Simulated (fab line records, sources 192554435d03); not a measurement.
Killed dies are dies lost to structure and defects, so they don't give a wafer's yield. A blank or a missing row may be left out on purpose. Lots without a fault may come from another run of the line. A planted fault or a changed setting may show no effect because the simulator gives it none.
Which tool did it? | flow n5_finfet | 10 lots, 29 wafers sampled, at 3 steps of a route of 1938

WHAT THE GAUGES READ, wafer by wafer
N5_BEOL_M9_CD_MEAS_35: target cd 70 nm, target cd y 40 nm. Usual: cd_nm 70.0 nm, standard deviation 0.62.
lot  | measured     | on        | cd_nm (nm)     | flag
L709 | day 10 07:44 | cd_sem-01 | 69.1 68.8 69.3 |
L711 | day 11 01:06 | cd_sem-01 | 69.0 70.2 69.7 |
L714 | day 11 07:06 | cd_sem-03 | 70.3 70.2 70.1 |
L715 | day 11 22:02 | cd_sem-02 | 70.0 70.2 69.9 |
L716 | day 12 00:01 | cd_sem-02 | 69.2 69.3 69.6 |
L717 | day 12 03:25 | cd_sem-02 | 70.1 70.4 70.7 |
L719 | day 12 10:34 | cd_sem-03 | 68.8 70.0 69.3 |
L720 | day 12 17:34 | cd_sem-02 | 70.8 70.3      |
L730 | day 16 01:54 | cd_sem-03 | 69.3 69.2 69.9 |
L732 | day 16 05:54 | cd_sem-02 | 69.7 70.2 71.0 |

WHICH TOOL RAN EACH LOT (tool, then ch and the chambers of the sampled wafers, then the start)
lot  | N5_BEOL_M9_ETCH_65                 | N5_BEOL_M9_VIA_ETCH_34
L709 | rie_diel-04 ch 1,3, day 10 07:11   | rie_diel-04 ch 1,3, day 10 07:19
L711 | rie_diel-04 ch 0,2,3, day 11 00:32 | rie_diel-04 ch 0,2,3, day 11 00:40
L714 | rie_diel-04 ch 0,1,2, day 11 06:33 | rie_diel-04 ch 0,1,2, day 11 06:41
L715 | rie_diel-05 ch 0,2, day 11 21:22   | rie_diel-05 ch 0,2, day 11 21:30
L716 | rie_diel-04 ch 0,3, day 11 23:26   | rie_diel-04 ch 0,3, day 11 23:34
L717 | rie_diel-02 ch 0,2, day 12 02:45   | rie_diel-02 ch 0,2, day 12 02:52
L719 | rie_diel-04 ch 0,2, day 12 10:01   | rie_diel-04 ch 0,2, day 12 10:08
L720 | rie_diel-04 ch 1,2, day 12 17:01   | rie_diel-04 ch 1,2, day 12 17:09
L730 | rie_diel-02 ch 1,3, day 16 01:20   | rie_diel-02 ch 1,3, day 16 01:28
L732 | rie_diel-04 ch 0,1,2, day 16 05:20 | rie_diel-04 ch 0,1,2, day 16 05:28
- N5_BEOL_M9_ETCH_65: etches SiARC in CF4, target depth 15.6 nm, time 26 s.
- N5_BEOL_M9_VIA_ETCH_34: etches SiCOH lowk in C4F6/O2, target depth 182.4 nm, time 68.4 s.

WHAT THE TOOLS THEMSELVES READ (means of the sampled wafers that have a number; where no wafer has one, the mark that the record gives instead)
N5_BEOL_M9_ETCH_65. Usual: chamber_pressure_mTorr 40.00 mTorr, standard deviation 0.038; drypump_motor_current_A 5.7 A, standard deviation 0.39; etch_rf_on_time_s 26.1 s, standard deviation 0.49; oes_product_au 0.68 a.u., standard deviation 0.059; rf_fwd_power_W 531.8 W, standard deviation 1.8; rf_vpp_V 184.2 V, standard deviation 0.94; showerhead_plenum_p_Torr 2.16 Torr, standard deviation 0.045; throttle_valve_pct 15.59 %, standard deviation 0.2.
lot  | tool        | chamber_pressure_mTorr (mTorr) | drypump_motor_current_A (A) | etch_rf_on_time_s (s) | oes_product_au (a.u.) | rf_fwd_power_W (W) | rf_vpp_V (V) | showerhead_plenum_p_Torr (Torr) | throttle_valve_pct (%) | flag
L709 | rie_diel-04 | 40.00                          | 5.5                         | 25.6                  | 0.76                  | 531.1              | 184.3        | 2.12                            | 15.43                  |
L711 | rie_diel-04 | 40.02                          | 6.0                         | 26.2                  | 0.69                  | 533.0              | 185.8        | 2.17                            | 15.61                  |
L714 | rie_diel-04 | 40.03                          | 5.9                         | 25.7                  | 0.71                  | 532.4              | 183.4        | 2.13                            | 15.49                  |
L715 | rie_diel-05 | 40.03                          | 6.0                         | 26.6                  | 0.65                  | 530.4              | 185.0        | 2.20                            | 15.78                  |
L716 | rie_diel-04 | 39.97                          | 5.8                         | 26.2                  | 0.69                  | 532.2              | 183.9        | 2.16                            | 15.64                  |
L717 | rie_diel-02 | 39.98                          | 5.5                         | 26.4                  | 0.67                  | 533.5              | 184.9        | 2.18                            | 15.44                  |
L719 | rie_diel-04 | 39.98                          | 6.1                         | 25.6                  | 0.67                  | 531.4              | 184.0        | 2.15                            | 15.56                  |
L720 | rie_diel-04 | 40.02                          | 5.8                         | 25.6                  | 0.73                  | 531.0              | 182.9        | 2.13                            | 15.53                  |
L730 | rie_diel-02 | 39.99                          | 5.1                         | 26.8                  | 0.62                  | 531.2              | 185.2        | 2.19                            | 15.74                  |
L732 | rie_diel-04 | 40.00                          | 5.9                         | 25.7                  | 0.68                  | 532.4              | 184.3        | 2.12                            | 15.57                  |

N5_BEOL_M9_VIA_ETCH_34. Usual: chamber_pressure_mTorr 29.999 mTorr, standard deviation 0.028; drypump_motor_current_A 5.7 A, standard deviation 0.39; oes_f_703_au 0.79 a.u., standard deviation 0.062; oes_o_777_au 0.80 a.u., standard deviation 0.063; oes_product_au 0.80 a.u., standard deviation 0.071; rf_fwd_power_W 341.9 W, standard deviation 1.4; rf_vpp_V 668 V, standard deviation 7.9; showerhead_plenum_p_Torr 2.87 Torr, standard deviation 0.059; throttle_valve_pct 20.90 %, standard deviation 0.21.
lot  | tool        | chamber_pressure_mTorr (mTorr) | drypump_motor_current_A (A) | oes_f_703_au (a.u.) | oes_o_777_au (a.u.) | oes_product_au (a.u.) | rf_fwd_power_W (W) | rf_vpp_V (V) | showerhead_plenum_p_Torr (Torr) | throttle_valve_pct (%) | flag
L709 | rie_diel-04 | 30.010                         | 5.5                         | 0.87                | 0.86                | 0.90                  | 341.9              | 675          | 2.81                            | 20.78                  |
L711 | rie_diel-04 | 30.015                         | 6.0                         | 0.80                | 0.80                | 0.82                  | 342.1              | 671          | 2.88                            | 20.97                  |
L714 | rie_diel-04 | 29.997                         | 5.9                         | 0.84                | 0.84                | 0.83                  | 342.3              | 666          | 2.84                            | 20.83                  |
L715 | rie_diel-05 | 29.968                         | 6.0                         | 0.76                | 0.76                | 0.76                  | 341.4              | 668          | 2.92                            | 21.08                  |
L716 | rie_diel-04 | 29.980                         | 5.8                         | 0.79                | 0.78                | 0.80                  | 343.5              | 674          | 2.89                            | 20.98                  |
L717 | rie_diel-02 | 30.008                         | 5.5                         | 0.78                | 0.79                | 0.79                  | 343.3              | 666          | 2.88                            | 20.59                  |
L719 | rie_diel-04 | 30.029                         | 6.1                         | 0.78                | 0.79                | 0.78                  | 341.7              | 663          | 2.86                            | 20.91                  |
L720 | rie_diel-04 | 30.011                         | 5.9                         | 0.85                | 0.84                | 0.85                  | 342.2              | 672          | 2.83                            | 20.86                  |
L730 | rie_diel-02 | 29.999                         | 5.1                         | 0.72                | 0.72                | 0.73                  | 340.8              | 671          | 2.92                            | 21.04                  |
L732 | rie_diel-04 | 29.993                         | 5.9                         | 0.88                | 0.87                | 0.80                  | 371.4              | 644          | 2.82                            | 20.89                  | OFF

THE ANSWER, worked out from the rows above alone
Rule: a lot is off if the mean of its wafers that have a number lies more than 3 standard deviations from the usual mean. A lot without any number at a reading at which 4 lots or more have one is off too. The other lots that the step has rows for count as sound. The gauges are gone through in route order, then the tools' own readings, and for those a lot's mean is taken as printed above. The first step at which some lot is off is used, and at that step the reading that is off furthest; a lot without a number counts as furthest.
Off: L732, at N5_BEOL_M9_VIA_ETCH_34 (rf_fwd_power_W).
A tool fits if, at that step or a process step before it, it ran every lot that is off, and no sound lot after the first of them. One fits: rie_diel-04 at N5_BEOL_M9_ETCH_65 and N5_BEOL_M9_VIA_ETCH_34. At N5_BEOL_M9_ETCH_65 its last sound lot is L720 (day 12 17:01), its first lot that is off L732 (day 16 05:20): a fault that began between those two fits.

WHAT THE SIMULATOR HAD PUT IN
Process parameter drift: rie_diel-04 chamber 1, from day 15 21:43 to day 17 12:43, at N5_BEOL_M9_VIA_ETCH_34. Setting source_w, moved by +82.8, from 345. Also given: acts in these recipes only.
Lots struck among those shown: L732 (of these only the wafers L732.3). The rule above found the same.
